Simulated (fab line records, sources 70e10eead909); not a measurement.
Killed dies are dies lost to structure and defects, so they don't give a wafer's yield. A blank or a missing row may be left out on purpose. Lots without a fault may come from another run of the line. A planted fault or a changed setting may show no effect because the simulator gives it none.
fab line records | flow nand_harc
record lots=5 wafers=15 last_day=30
route steps=1302 shown A_STAIRCASE@722
lots that met no fault: from a run of the same line without faults
start_h: hours from the record's first day to the start of the lot's first wafer shown | wait_h: hours since the lot's step before | " the same as in the row above | L1.1+2: a row that stands for several wafers | - no value, or no start given | * or withheld: withheld | < > ~ a bound
route shown NAME@n: a module of which the file shows steps, and the number in the route of the first | usual: mean/standard deviation of fault-free wafers | same: alike in all rows | chamber/n: place in a boat | sites: the reading at each site | _std_site: their standard deviation | _edge_site: outer sites' mean less inner sites' | radius_mm: how far each site lies from the wafer's centre | mask NAME#n: copy n | behind: the tool/chamber that last shaped the wafer | hold: why the lot was held/for how many hours/how that ended | device: the transistor (n, p or np) that didn't switch | end of line: the same wafers' tests at the end of the route | a step without rows: its recipe alone | killed: dies lost to structure and defects at the first sort, not the wafer's yield | map: a wafer's dies, x killed, . not, _ none there
set.NAME: the setting as run; set.NAME@STEP: as run at that earlier step | model.NAME: the simulator's own value behind a step, which no gauge read
lots at some steps of the route; a table a step, a row a wafer
services: from which hour (start_h, from the record's first day; less than 0 if before it) a tool's chamber was out of use, for how many hours, and why
## steps
# step NHARC_A_STAIRCASE_SRD_208
# columns lot.wafer tool chamber start_h wait_h
L079.2+5+6 wet_bench-07 6,1,2 - -
L084.6+4+1 wet_bench-04 3,4,5 - -
L086.3+5+4 wet_bench-07 6,1,3 - -
L088.4+5+1 wet_bench-07 1,3,5 - -
L091.4+3+2 wet_bench-07 5,6,7 - -
# step NHARC_A_STAIRCASE_DEHYDRATE_209
# recipe temp_c=150 time_s=120
# usual heater_power_total_W=182.4/1.2 resist_line_temp_C=23.00/0.1
# columns lot.wafer tool chamber start_h wait_h heater_power_total_W resist_line_temp_C
L079.2 litho_track-03 0 418.46 - 183.0 23.19
L079.5 " 0 " " 181.7 23.11
L079.6 " 0 " " 183.8 23.08
L084.1 litho_track-03 0 465.51 - 181.3 23.08
L084.4 " 0 " " 181.3 23.10
L084.6 " 0 " " 181.1 23.14
L086.3 litho_track-03 0 484.43 - 180.7 22.99
L086.4 " 0 " " 181.1 22.89
L086.5 " 0 " " 182.5 22.87
L088.1 litho_track-07 0 507.46 - 182.2 22.97
L088.4 " 0 " " 180.5 22.99
L088.5 " 0 " " 181.1 23.04
L091.2 litho_track-07 0 528.74 - 180.7 22.97
L091.3 " 0 " " 184.7 23.12
L091.4 " 0 " " 181.4 22.88
# step NHARC_A_STAIRCASE_HMDS_210
# recipe time_s=30
# usual resist_line_temp_C=23.00/0.11
# columns lot.wafer tool chamber start_h wait_h resist_line_temp_C
L079.2 litho_track-03 0 - - 22.97
L079.5 " 0 " " 22.98
L079.6 " 0 " " 23.00
L084.1 litho_track-03 0 - - 23.05
L084.4 " 0 " " 22.97
L084.6 " 0 " " 23.07
L086.3 litho_track-03 0 - - 23.06
L086.4 " 0 " " 23.17
L086.5 " 0 " " 23.01
L088.1 litho_track-07 0 - - 22.90
L088.4 " 0 " " 22.85
L088.5 " 0 " " 22.96
L091.2 litho_track-07 0 - - 22.94
L091.3 " 0 " " 22.87
L091.4 " 0 " " 22.86
# step NHARC_A_STAIRCASE_COAT_211
# recipe spin_rpm=1200
# usual resist_line_temp_C=23.00/0.11
# columns lot.wafer tool chamber start_h wait_h resist_line_temp_C
L079.2 litho_track-03 0 - - 22.91
L079.5 " 0 " " 22.93
L079.6 " 0 " " 23.07
L084.1 litho_track-03 0 - - 23.30
L084.4 " 0 " " 23.09
L084.6 " 0 " " 23.02
L086.3 litho_track-03 0 - - 22.80
L086.4 " 0 " " 22.93
L086.5 " 0 " " 23.04
L088.1 litho_track-07 0 - - 23.00
L088.4 " 0 " " 22.91
L088.5 " 0 " " 22.92
L091.2 litho_track-07 0 - - 23.13
L091.3 " 0 " " 22.97
L091.4 " 0 " " 23.10
# step NHARC_A_STAIRCASE_SOFTBAKE_212
# recipe temp_c=135 time_s=170
# usual heater_power_total_W=134.5/1 resist_line_temp_C=22.97/0.093
# columns lot.wafer tool chamber start_h wait_h heater_power_total_W resist_line_temp_C
L079.2 litho_track-03 0 - - 134.4 22.88
L079.5 " 0 " " 135.4 22.74
L079.6 " 0 " " 134.3 22.96
L084.1 litho_track-03 0 - - 135.6 23.04
L084.4 " 0 " " 135.4 22.91
L084.6 " 0 " " 135.5 23.09
L086.3 litho_track-03 0 - - 133.9 22.94
L086.4 " 0 " " 134.3 23.03
L086.5 " 0 " " 133.4 22.96
L088.1 litho_track-07 0 - - 133.3 22.99
L088.4 " 0 " " 133.2 22.89
L088.5 " 0 " " 135.4 22.98
L091.2 litho_track-07 0 - - 134.0 23.12
L091.3 " 0 " " 135.6 22.98
L091.4 " 0 " " 133.3 23.24
# step NHARC_A_STAIRCASE_EBR_213
# usual resist_line_temp_C=23.00/0.1
# columns lot.wafer tool chamber start_h wait_h resist_line_temp_C
L079.2 litho_track-03 0 - - 22.97
L079.5 " 0 " " 22.94
L079.6 " 0 " " 22.94
L084.1 litho_track-03 0 - - 22.96
L084.4 " 0 " " 22.89
L084.6 " 0 " " 23.09
L086.3 litho_track-03 0 - - 22.84
L086.4 " 0 " " 23.03
L086.5 " 0 " " 22.96
L088.1 litho_track-07 0 - - 23.04
L088.4 " 0 " " 22.96
L088.5 " 0 " " 22.87
L091.2 litho_track-07 0 - - 22.84
L091.3 " 0 " " 22.94
L091.4 " 0 " " 23.02
# step NHARC_A_STAIRCASE_EXPOSE_214
# recipe na=0.5 dose_mj=31.26 mask_id=STAIR_3
# usual focus_offset_nm=0.0/0.56
# columns lot.wafer tool chamber start_h wait_h mask focus_offset_nm
L079.2 krf_scanner-01 0 418.80 - STAIR_3#0 -0.1
L079.5 " 0 " " STAIR_3#0 -0.4
L079.6 " 0 " " STAIR_3#0 0.1
L084.1 krf_scanner-04 0 465.84 - STAIR_3#0 -0.3
L084.4 " 0 " " STAIR_3#0 -0.2
L084.6 " 0 " " STAIR_3#0 0.2
L086.3 krf_scanner-04 0 484.77 - STAIR_3#0 0.0
L086.4 " 0 " " STAIR_3#0 -0.4
L086.5 " 0 " " STAIR_3#0 0.2
L088.1 krf_scanner-03 0 507.79 - STAIR_3#0 -0.3
L088.4 " 0 " " STAIR_3#0 -0.3
L088.5 " 0 " " STAIR_3#0 0.6
L091.2 krf_scanner-03 0 528.95 - STAIR_3#0 -1.1
L091.3 " 0 " " STAIR_3#0 -0.4
L091.4 " 0 " " STAIR_3#0 -0.8
# step NHARC_A_STAIRCASE_PEB_215
# recipe peb_temp_c=115 peb_time_s=130
# usual heater_power_total_W=123.85/0.19 resist_line_temp_C=23.03/0.1
# columns lot.wafer tool chamber start_h wait_h heater_power_total_W resist_line_temp_C
L079.2 litho_track-03 0 418.86 0.1 124.02 23.09
L079.5 " 0 " " 124.11 23.00
L079.6 " 0 " " 123.68 22.92
L084.1 litho_track-02 0 465.91 0.1 123.98 22.91
L084.4 " 0 " " 124.04 22.83
L084.6 " 0 " " 124.10 22.97
L086.3 litho_track-07 0 484.83 0.1 124.05 22.94
L086.4 " 0 " " 124.03 22.83
L086.5 " 0 " " 123.93 22.94
L088.1 litho_track-07 0 507.86 0.1 123.81 23.07
L088.4 " 0 " " 123.56 23.02
L088.5 " 0 " " 123.76 23.04
L091.2 litho_track-02 0 529.02 0.1 123.73 23.03
L091.3 " 0 " " 124.07 23.07
L091.4 " 0 " " 123.34 23.24
# step NHARC_A_STAIRCASE_DEVELOP_216
# recipe time_s=140
# usual resist_line_temp_C=23.01/0.11
# columns lot.wafer tool chamber start_h wait_h resist_line_temp_C
L079.2 litho_track-03 0 - - 22.73
L079.5 " 0 " " 22.86
L079.6 " 0 " " 22.91
L084.1 litho_track-02 0 - - 23.18
L084.4 " 0 " " 23.10
L084.6 " 0 " " 23.12
L086.3 litho_track-07 0 - - 23.02
L086.4 " 0 " " 22.89
L086.5 " 0 " " 23.04
L088.1 litho_track-07 0 - - 23.04
L088.4 " 0 " " 23.01
L088.5 " 0 " " 22.96
L091.2 litho_track-02 0 - - 23.07
L091.3 " 0 " " 23.00
L091.4 " 0 " " 22.99
# step NHARC_A_STAIRCASE_HARDBAKE_218
# recipe temp_c=120 time_s=140
# usual heater_power_total_W=127.32/0.2 resist_line_temp_C=23.02/0.11
# columns lot.wafer tool chamber start_h wait_h heater_power_total_W resist_line_temp_C
L079.2 litho_track-07 0 419.09 - 127.54 23.06
L079.5 " 0 " " 127.35 23.07
L079.6 " 0 " " 127.21 23.11
L084.1 litho_track-02 0 466.13 - 127.68 22.86
L084.4 " 0 " " 127.31 23.08
L084.6 " 0 " " 127.23 22.98
L086.3 litho_track-03 0 485.06 - 127.39 22.76
L086.4 " 0 " " 127.32 22.96
L086.5 " 0 " " 127.17 22.82
L088.1 litho_track-03 0 508.08 - 127.38 23.15
L088.4 " 0 " " 127.62 22.97
L088.5 " 0 " " 127.62 22.98
L091.2 litho_track-07 0 529.25 - 127.61 22.99
L091.3 " 0 " " 127.63 22.89
L091.4 " 0 " " 126.97 23.10
# step NHARC_A_STAIRCASE_DESCUM_219
# recipe time_s=3 o2_flow_sccm=200 ar_flow_sccm=0 bias_power_w=0 chemistry=O2
# usual drypump_motor_current_A=5.7/0.4 oes_product_au=1.007/0.012 rf_vpp_V=57.9/0.96 showerhead_plenum_p_Torr=1.95/0.091 throttle_valve_pct=11.311/0.0087
# columns lot.wafer tool chamber start_h wait_h drypump_motor_current_A oes_product_au rf_hours_counter_h rf_vpp_V showerhead_plenum_p_Torr throttle_valve_pct
L079.2 rie_diel-10 2 419.20 - 5.4 1.006 50 56.4 1.77 11.303
L079.5 " 3 " " 5.9 0.991 - 58.6 1.98 11.319
L079.6 " 0 " " 5.5 0.999 - 58.6 2.06 11.312
L084.1 rie_diel-10 0 466.32 - 5.5 1.004 11 59.1 2.05 11.313
L084.4 " 0 " " 5.4 1.009 - 58.8 2.05 11.305
L084.6 " 2 " " 5.4 1.020 - 58.2 2.07 11.314
L086.4 rie_diel-10 2 485.15 - 5.4 1.017 13 58.8 2.07 11.302
L086.3 " 0 " " 5.4 1.009 17 59.1 2.05 11.315
L086.5 " 1 " " 5.7 1.023 - 57.6 1.92 11.305
L088.1 rie_diel-10 1 508.19 - 5.7 1.032 18 56.1 1.91 11.311
L088.4 " 2 " " 5.4 1.014 20 57.7 2.07 11.308
L088.5 " 0 " " 5.5 0.997 - 58.6 2.05 11.315
L091.2 rie_diel-01 2 529.34 - 5.9 0.981 50 58.0 2.04 11.307
L091.3 " 3 " " 5.7 1.011 50 58.3 2.03 11.310
L091.4 " 0 " " 4.7 1.011 42 58.6 1.90 11.306
# step NHARC_A_STAIRCASE_TRIM_220
# recipe time_s=211.2 o2_flow_sccm=500 ar_flow_sccm=0 bias_w=0 chemistry=O2
# usual drypump_motor_current_A=5.7/0.41 oes_product_au=1.008/0.012 rf_vpp_V=57.8/0.88 showerhead_plenum_p_Torr=3.59/0.16 throttle_valve_pct=17.037/0.0086
# columns lot.wafer tool chamber start_h wait_h drypump_motor_current_A oes_product_au rf_hours_counter_h rf_vpp_V showerhead_plenum_p_Torr throttle_valve_pct
L079.2 rie_diel-10 1 419.29 0.1 5.8 1.017 64 57.6 3.54 17.014
L079.6 " 3 " " 5.9 1.002 - 56.9 3.63 17.030
L079.5 " 0 " " 5.5 1.013 - 58.0 3.78 17.045
L084.1 rie_diel-10 3 466.74 0.4 6.0 0.996 9 59.1 3.63 17.043
L084.6 " 0 " " 5.5 0.997 - 57.9 3.77 17.039
L084.4 " 2 " " 5.4 1.024 - 58.0 3.80 17.043
L086.4 rie_diel-10 2 485.22 0.1 5.4 1.029 14 57.4 3.80 17.033
L086.3 " 3 " " 5.9 0.997 15 58.1 3.63 17.037
L086.5 " 2 " " 5.4 1.024 - 58.8 3.80 17.043
L088.1 rie_diel-10 1 508.27 0.1 5.7 1.038 18 59.6 3.53 17.038
L088.4 " 2 " " 5.4 1.031 20 57.7 3.80 17.060
L088.5 " 1 " " 5.8 1.038 - 57.8 3.53 17.044
L091.2 rie_diel-01 1 529.42 0.1 6.1 1.005 43 56.4 3.45 17.044
L091.4 " 2 " " 5.9 0.991 50 57.5 3.75 17.040
L091.3 " 0 " " 4.7 1.015 42 59.1 3.51 17.033
# step NHARC_A_STAIRCASE_ETCH_221
# recipe target_depth_a=1000 time_s=40.5 ion_energy_ev=400 c4f8_flow_sccm=20 o2_flow_sccm=10 ar_flow_sccm=withheld rf_w=600 bias_w=1000 chemistry=C4F8/O2
# usual oes_product_au=0.947/0.014 rf_vpp_V=898/5.7
# columns lot.wafer tool chamber start_h wait_h oes_product_au rf_hours_counter_h rf_vpp_V
L079.2 rie_diel-10 1 - - 0.973 65 896
L079.5 " 3 " " 0.929 - 899
L079.6 " 0 " " 0.940 - 905
L084.1 rie_diel-10 3 - - 0.913 9 900
L084.4 " 2 " " 0.941 - 905
L084.6 " 0 " " 0.925 - 905
L086.3 rie_diel-10 1 - - 0.949 11 895
L086.4 " 3 " " 0.923 15 899
L086.5 " 2 " " 0.943 - 906
L088.1 rie_diel-10 0 - - 0.931 25 904
L088.4 " 2 " " 0.941 20 905
L088.5 " 0 " " 0.911 - 904
L091.3 rie_diel-01 3 - - 0.954 50 902
L091.4 " 0 " " 0.977 42 896
L091.2 " 2 " " 0.922 50 904
# step NHARC_A_STAIRCASE_TRIM_222
# recipe time_s=211.2 o2_flow_sccm=500 ar_flow_sccm=0 bias_w=0 chemistry=O2
# usual drypump_motor_current_A=5.7/0.42 oes_product_au=1.008/0.012 rf_vpp_V=57.9/0.94 showerhead_plenum_p_Torr=3.58/0.16 throttle_valve_pct=17.036/0.0097
# columns lot.wafer tool chamber start_h wait_h drypump_motor_current_A oes_product_au rf_hours_counter_h rf_vpp_V showerhead_plenum_p_Torr throttle_valve_pct
L079.2 rie_diel-10 2 - - 5.4 1.004 50 57.6 3.28 17.031
L079.6 " 0 " " 5.5 1.019 - 57.4 3.78 17.030
L079.5 " 1 " " 5.7 1.030 - 59.1 3.54 17.034
L084.1 rie_diel-10 3 - - 5.9 0.989 10 58.2 3.63 17.025
L084.4 " 0 " " 5.5 1.001 - 58.3 3.77 17.028
L084.6 " 2 " " 5.4 1.013 - 58.4 3.80 17.044
L086.4 rie_diel-10 2 - - 5.4 1.008 14 58.6 3.80 17.027
L086.3 " 3 " " 5.9 1.001 15 59.5 3.63 17.046
L086.5 " 2 " " 5.4 1.019 - 59.1 3.80 17.040
L088.4 rie_diel-10 3 - - 5.9 0.995 24 58.1 3.62 17.033
L088.1 " 2 " " 5.4 1.016 20 58.2 3.80 17.043
L088.5 " 0 " " 5.5 0.992 - 58.3 3.76 17.027
L091.3 rie_diel-01 1 - - 6.1 0.999 44 55.9 3.45 17.033
L091.4 " 3 " " 5.6 1.017 50 58.7 3.72 17.032
L091.2 " 0 " " 4.8 1.017 42 58.7 3.51 17.025
# step NHARC_A_STAIRCASE_ETCH_223
# recipe target_depth_a=1000 time_s=40.5 ion_energy_ev=400 c4f8_flow_sccm=20 o2_flow_sccm=10 ar_flow_sccm=withheld rf_w=600 bias_w=1000 chemistry=C4F8/O2
# usual oes_product_au=0.946/0.013 rf_vpp_V=898/5.6
# columns lot.wafer tool chamber start_h wait_h oes_product_au rf_hours_counter_h rf_vpp_V
L079.2 rie_diel-10 2 - - 0.952 50 885
L079.5 " 3 " " 0.935 - 898
L079.6 " 0 " " 0.947 - 903
L084.1 rie_diel-10 3 - - 0.928 10 900
L084.4 " 2 " " 0.963 - 905
L084.6 " 0 " " 0.931 - 905
L086.3 rie_diel-10 0 - - 0.942 18 903
L086.4 " 1 " " 0.956 11 897
L086.5 " 0 " " 0.940 - 904
L088.1 rie_diel-10 1 - - 0.958 18 896
L088.4 " 2 " " 0.943 20 905
L088.5 " 0 " " 0.937 - 903
L091.3 rie_diel-01 2 - - 0.933 50 905
L091.2 " 3 " " 0.975 50 904
L091.4 " 0 " " 0.968 42 896
# step NHARC_A_STAIRCASE_TRIM_224
# recipe time_s=211.2 o2_flow_sccm=500 ar_flow_sccm=0 bias_w=0 chemistry=O2
# usual drypump_motor_current_A=5.7/0.42 oes_product_au=1.006/0.012 rf_vpp_V=58.0/0.83 showerhead_plenum_p_Torr=3.57/0.16 throttle_valve_pct=17.036/0.0095
# columns lot.wafer tool chamber start_h wait_h drypump_motor_current_A oes_product_au rf_hours_counter_h rf_vpp_V showerhead_plenum_p_Torr throttle_valve_pct
L079.2 rie_diel-10 2 - - 5.4 1.005 50 58.3 3.28 17.040
L079.6 " 2 " " 5.4 1.004 - 57.1 3.28 17.034
L079.5 " 0 " " 5.4 1.005 - 58.9 3.78 17.034
L084.1 rie_diel-10 2 - - 5.4 1.025 9 58.7 3.80 17.019
L084.4 " 3 " " 5.9 0.992 - 59.4 3.63 17.040
L084.6 " 2 " " 5.4 1.022 - 58.3 3.80 17.011
L086.3 rie_diel-10 3 - - 6.0 1.010 15 57.7 3.63 17.039
L086.4 " 0 " " 5.5 1.015 18 58.3 3.76 17.035
L086.5 " 2 " " 5.4 1.010 - 57.1 3.80 17.024
L088.1 rie_diel-10 1 - - 5.8 1.032 18 58.9 3.53 17.033
L088.4 " 3 " " 6.0 0.996 24 58.3 3.62 17.043
L088.5 " 0 " " 5.5 1.005 - 57.7 3.76 17.052
L091.2 rie_diel-01 1 - - 6.0 0.996 44 57.2 3.45 17.034
L091.4 " 2 " " 5.8 0.991 50 57.6 3.75 17.031
L091.3 " 3 " " 5.7 1.005 50 57.6 3.72 17.036
# step NHARC_A_STAIRCASE_ETCH_225
# recipe target_depth_a=1000 time_s=40.5 ion_energy_ev=400 c4f8_flow_sccm=20 o2_flow_sccm=10 ar_flow_sccm=withheld rf_w=600 bias_w=1000 chemistry=C4F8/O2
# usual oes_product_au=0.947/0.013 rf_vpp_V=898/5.6
# columns lot.wafer tool chamber start_h wait_h oes_product_au rf_hours_counter_h rf_vpp_V
L079.2 rie_diel-10 3 - - 0.924 56 899
L079.5 " 3 " " 0.933 - 899
L079.6 " 0 " " 0.950 - 904
L084.1 rie_diel-10 2 - - 0.950 9 906
L084.6 " 2 " " 0.940 - 906
L084.4 " 3 " " 0.923 - 900
L086.4 rie_diel-10 2 - - 0.969 14 905
L086.3 " 3 " " 0.941 15 901
L086.5 " 1 " " 0.969 - 896
L088.4 rie_diel-10 3 - - 0.948 24 900
L088.1 " 1 " " 0.966 18 898
L088.5 " 3 " " 0.946 - 899
L091.2 rie_diel-01 1 - - 0.935 44 893
L091.3 " 2 " " 0.936 50 903
L091.4 " 3 " " 0.967 51 904
# step NHARC_A_STAIRCASE_TRIM_226
# recipe time_s=211.2 o2_flow_sccm=500 ar_flow_sccm=0 bias_w=0 chemistry=O2
# usual drypump_motor_current_A=5.7/0.39 oes_product_au=1.006/0.011 rf_vpp_V=58.1/0.93 showerhead_plenum_p_Torr=3.59/0.16 throttle_valve_pct=17.036/0.0097
# columns lot.wafer tool chamber start_h wait_h drypump_motor_current_A oes_product_au rf_hours_counter_h rf_vpp_V showerhead_plenum_p_Torr throttle_valve_pct
L079.2 rie_diel-10 3 - - 6.0 1.004 56 59.5 3.63 17.024
L079.6 " 2 " " 5.4 1.007 - 57.2 3.28 17.030
L079.5 " 3 " " 5.9 0.999 - 56.2 3.63 17.037
L084.1 rie_diel-10 0 - - 5.4 1.010 13 58.4 3.77 17.039
L084.6 " 0 " " 5.4 0.999 - 57.7 3.77 17.040
L084.4 " 2 " " 5.4 1.014 - 58.3 3.80 17.040
L086.3 rie_diel-10 1 - - 5.8 1.016 11 57.5 3.53 17.040
L086.4 " 2 " " 5.4 1.017 14 56.1 3.80 17.032
L086.5 " 3 " " 6.0 0.998 - 59.3 3.63 17.029
L088.4 rie_diel-10 2 - - 5.4 1.023 21 58.9 3.80 17.044
L088.1 " 1 " " 5.8 1.021 18 59.2 3.53 17.038
L088.5 " 2 " " 5.4 1.013 - 58.7 3.80 17.015
L091.2 rie_diel-01 3 - - 5.7 1.015 51 58.2 3.72 17.017
L091.3 " 0 " " 4.7 1.018 42 59.0 3.51 17.027
L091.4 " 1 " " 6.1 1.000 44 57.1 3.45 17.049
# step NHARC_A_STAIRCASE_ETCH_227
# recipe target_depth_a=1000 time_s=40.5 ion_energy_ev=400 c4f8_flow_sccm=20 o2_flow_sccm=10 ar_flow_sccm=withheld rf_w=600 bias_w=1000 chemistry=C4F8/O2
# usual oes_product_au=0.947/0.013 rf_vpp_V=898/5.7
# columns lot.wafer tool chamber start_h wait_h oes_product_au rf_hours_counter_h rf_vpp_V
L079.2 rie_diel-10 0 - - 0.961 55 907
L079.5 " 0 " " 0.954 - 905
L079.6 " 2 " " 0.956 - 888
L084.1 rie_diel-10 2 - - 0.944 9 904
L084.4 " 3 " " 0.918 - 900
L084.6 " 0 " " 0.937 - 905
L086.3 rie_diel-10 0 - - 0.940 18 906
L086.4 " 1 " " 0.960 11 895
L086.5 " 0 " " 0.943 - 904
L088.4 rie_diel-10 3 - - 0.947 24 898
L088.1 " 2 " " 0.969 21 905
L088.5 " 0 " " 0.945 - 903
L091.3 rie_diel-01 1 - - 0.953 44 894
L091.2 " 2 " " 0.936 51 902
L091.4 " 0 " " 0.968 42 896
# step NHARC_A_STAIRCASE_TRIM_229
# recipe time_s=211.2 o2_flow_sccm=500 ar_flow_sccm=0 bias_w=0 chemistry=O2
# usual drypump_motor_current_A=5.7/0.42 oes_product_au=1.006/0.012 rf_vpp_V=57.8/0.86 showerhead_plenum_p_Torr=3.58/0.16 throttle_valve_pct=17.037/0.0087
# columns lot.wafer tool chamber start_h wait_h drypump_motor_current_A oes_product_au rf_hours_counter_h rf_vpp_V showerhead_plenum_p_Torr throttle_valve_pct
L079.2 rie_diel-01 2 420.93 0.1 5.9 0.994 10 58.2 3.77 17.038
L079.6 " 0 " " 4.8 0.998 - 58.7 3.53 17.041
L079.5 " 1 " " 6.1 0.998 - 56.7 3.47 17.032
L084.1 rie_diel-02 1 469.35 0.1 6.3 1.020 21 58.4 3.53 17.037
L084.4 " 2 " " 6.1 1.005 23 57.3 3.33 17.035
L084.6 " 3 " " 5.5 0.990 - 58.7 3.76 17.026
L086.4 rie_diel-10 3 486.33 0.1 6.0 0.998 16 58.7 3.63 17.020
L086.3 " 1 " " 5.7 1.031 11 57.9 3.53 17.032
L086.5 " 2 " " 5.4 1.022 - 58.8 3.80 17.038
L088.1 rie_diel-01 0 509.29 0.1 4.7 1.023 37 56.9 3.51 17.050
L088.4 " 3 " " 5.7 1.011 43 57.5 3.73 17.026
L088.5 " 0 " " 4.7 1.010 - 56.5 3.51 17.036
L091.3 rie_diel-02 2 530.47 0.1 6.1 1.008 41 56.8 3.32 17.041
L091.2 " 0 " " 6.1 1.019 39 56.2 3.41 17.057
L091.4 " 1 " " 6.3 1.023 41 56.3 3.52 17.032
# step NHARC_A_STAIRCASE_ETCH_230
# recipe target_depth_a=1000 time_s=40.5 ion_energy_ev=400 c4f8_flow_sccm=20 o2_flow_sccm=10 ar_flow_sccm=withheld rf_w=600 bias_w=1000 chemistry=C4F8/O2
# usual oes_product_au=0.955/0.018 rf_vpp_V=898/5.6
# columns lot.wafer tool chamber start_h wait_h oes_product_au rf_hours_counter_h rf_vpp_V
L079.2 rie_diel-01 0 - - 0.926 11 895
L079.5 " 3 " " 0.932 - 904
L079.6 " 0 " " 0.937 - 896
L084.4 rie_diel-02 1 - - 0.984 21 896
L084.1 " 2 " " 0.976 23 888
L084.6 " 0 " " 0.968 - 894
L086.4 rie_diel-10 3 - - 0.935 16 899
L086.3 " 0 " " 0.944 18 905
L086.5 " 1 " " 0.965 - 897
L088.4 rie_diel-01 3 - - 0.989 43 901
L088.1 " 1 " " 0.967 39 895
L088.5 " 0 " " 0.976 - 895
L091.3 rie_diel-02 1 - - 0.969 41 896
L091.4 " 2 " " 0.962 41 889
L091.2 " 0 " " 0.976 39 892
# step NHARC_A_STAIRCASE_TRIM_231
# recipe time_s=211.2 o2_flow_sccm=500 ar_flow_sccm=0 bias_w=0 chemistry=O2
# usual drypump_motor_current_A=5.8/0.41 oes_product_au=1.007/0.013 rf_vpp_V=57.9/0.81 showerhead_plenum_p_Torr=3.58/0.16 throttle_valve_pct=17.037/0.0089
# columns lot.wafer tool chamber start_h wait_h drypump_motor_current_A oes_product_au rf_hours_counter_h rf_vpp_V showerhead_plenum_p_Torr throttle_valve_pct
L079.2 rie_diel-01 3 - - 5.7 1.004 10 58.3 3.75 17.035
L079.6 " 1 " " 6.1 1.003 - 57.9 3.47 17.041
L079.5 " 2 " " 5.9 0.996 - 57.1 3.77 17.036
L084.4 rie_diel-02 0 - - 6.1 1.028 22 56.7 3.42 17.035
L084.1 " 2 " " 6.2 0.998 23 56.9 3.33 17.043
L084.6 " 1 " " 6.2 1.018 - 57.5 3.53 17.035
L086.4 rie_diel-10 3 - - 5.9 0.998 16 57.5 3.62 17.040
L086.3 " 0 " " 5.4 1.006 18 59.0 3.77 17.033
L086.5 " 3 " " 6.0 0.980 - 58.2 3.63 17.044
L088.4 rie_diel-01 2 - - 5.9 1.001 43 58.4 3.75 17.025
L088.1 " 0 " " 4.8 1.022 37 58.6 3.51 17.022
L088.5 " 3 " " 5.7 1.004 - 57.9 3.73 17.036
L091.4 rie_diel-02 0 - - 6.1 1.020 39 57.3 3.41 17.036
L091.2 " 1 " " 6.2 1.024 41 58.2 3.52 17.045
L091.3 " 2 " " 6.1 1.016 41 56.3 3.32 17.010
# step NHARC_A_STAIRCASE_ETCH_232
# recipe target_depth_a=1000 time_s=40.5 ion_energy_ev=400 c4f8_flow_sccm=20 o2_flow_sccm=10 ar_flow_sccm=withheld rf_w=600 bias_w=1000 chemistry=C4F8/O2
# usual oes_product_au=0.950/0.014 rf_vpp_V=898/5.8
# columns lot.wafer tool chamber start_h wait_h oes_product_au rf_hours_counter_h rf_vpp_V
L079.2 rie_diel-01 3 - - 0.951 10 904
L079.5 " 2 " " 0.930 - 903
L079.6 " 3 " " 0.948 - 903
L084.4 rie_diel-02 0 - - 0.963 23 893
L084.1 " 2 " " 0.967 23 889
L084.6 " 3 " " 0.944 - 903
L086.4 rie_diel-10 2 - - 0.964 14 905
L086.3 " 1 " " 0.974 11 896
L086.5 " 3 " " 0.936 - 900
L088.1 rie_diel-01 1 - - 0.958 39 895
L088.4 " 0 " " 0.976 37 895
L088.5 " 2 " " 0.943 - 903
L091.2 rie_diel-02 2 - - 0.952 41 889
L091.3 " 0 " " 0.950 40 893
L091.4 " 1 " " 0.957 41 896
# step NHARC_A_STAIRCASE_TRIM_233
# recipe time_s=211.2 o2_flow_sccm=500 ar_flow_sccm=0 bias_w=0 chemistry=O2
# usual drypump_motor_current_A=5.8/0.4 oes_product_au=1.006/0.011 rf_vpp_V=57.9/0.83 showerhead_plenum_p_Torr=3.58/0.16 throttle_valve_pct=17.037/0.0094
# columns lot.wafer tool chamber start_h wait_h drypump_motor_current_A oes_product_au rf_hours_counter_h rf_vpp_V showerhead_plenum_p_Torr throttle_valve_pct
L079.2 rie_diel-01 2 - - 5.9 0.998 10 57.7 3.77 17.046
L079.6 " 1 " " 6.1 0.992 - 57.8 3.47 17.029
L079.5 " 2 " " 5.9 1.012 - 59.2 3.77 17.038
L084.4 rie_diel-02 1 - - 6.2 1.030 21 57.7 3.53 17.033
L084.1 " 2 " " 6.1 0.998 23 56.9 3.33 17.028
L084.6 " 1 " " 6.2 1.018 - 58.0 3.53 17.026
L086.4 rie_diel-10 1 - - 5.7 1.014 11 59.2 3.53 17.044
L086.3 " 2 " " 5.4 1.015 14 58.9 3.80 17.040
L086.5 " 0 " " 5.4 0.994 - 57.9 3.77 17.017
L088.4 rie_diel-01 1 - - 6.1 0.996 39 58.2 3.46 17.037
L088.1 " 0 " " 4.7 1.023 37 57.9 3.51 17.032
L088.5 " 2 " " 5.9 0.993 - 57.1 3.75 17.040
L091.3 rie_diel-02 2 - - 6.1 1.007 41 56.6 3.32 17.046
L091.2 " 0 " " 6.2 1.014 40 57.1 3.42 17.037
L091.4 " 1 " " 6.3 1.027 41 58.7 3.52 17.042
# step NHARC_A_STAIRCASE_ETCH_234
# recipe target_depth_a=1000 time_s=40.5 ion_energy_ev=400 c4f8_flow_sccm=20 o2_flow_sccm=10 ar_flow_sccm=withheld rf_w=600 bias_w=1000 chemistry=C4F8/O2
# usual oes_product_au=0.950/0.013 rf_vpp_V=898/5.9
# columns lot.wafer tool chamber start_h wait_h oes_product_au rf_hours_counter_h rf_vpp_V
L079.2 rie_diel-01 2 - - 0.948 10 905
L079.6 " 1 " " 0.937 - 893
L079.5 " 2 " " 0.941 - 904
L084.4 rie_diel-02 2 - - 0.956 23 889
L084.1 " 3 " " 0.950 25 905
L084.6 " 2 " " 0.955 - 888
L086.3 rie_diel-10 1 - - 0.955 11 896
L086.4 " 2 " " 0.961 14 905
L086.5 " 1 " " 0.963 - 895
L088.4 rie_diel-01 3 - - 0.957 43 905
L088.1 " 0 " " 0.968 37 896
L088.5 " 2 " " 0.943 - 904
L091.4 rie_diel-02 2 - - 0.951 41 889
L091.3 " 3 " " 0.938 40 904
L091.2 " 0 " " 0.948 40 892
## services
# columns tool chamber start_h hours kind
krf_scanner-03 - 396.00 4.0 pm
litho_track-02 - 402.00 7.0 pm
wet_bench-04 - 403.20 8.0 pm
rie_diel-10 0 404.78 - clean
rie_diel-10 1 404.78 - clean
rie_diel-10 2 404.78 - clean
rie_diel-10 3 404.78 - clean
rie_diel-10 0 405.13 4.4 repair
rie_diel-10 1 419.89 - consumable_replace:esc
rie_diel-10 1 419.89 9.0 scheduled_down
rie_diel-10 - 422.96 9.0 pm
litho_track-07 - 426.00 7.0 pm
rie_diel-01 0 429.08 2.5 repair
litho_track-03 - 450.00 7.0 pm
rie_diel-10 1 463.91 12.3 repair
krf_scanner-03 - 477.27 2.3 repair
krf_scanner-01 - 484.00 4.0 pm
krf_scanner-01 - 493.99 2.7 repair
rie_diel-10 0 498.78 5.2 repair
rie_diel-02 0 511.33 1.3 repair
wet_bench-07 - 512.00 8.0 pm
krf_scanner-01 - 517.39 1.0 repair
krf_scanner-03 - 522.68 1.2 repair
krf_scanner-04 - 526.18 4.0 pm
## key
fault none
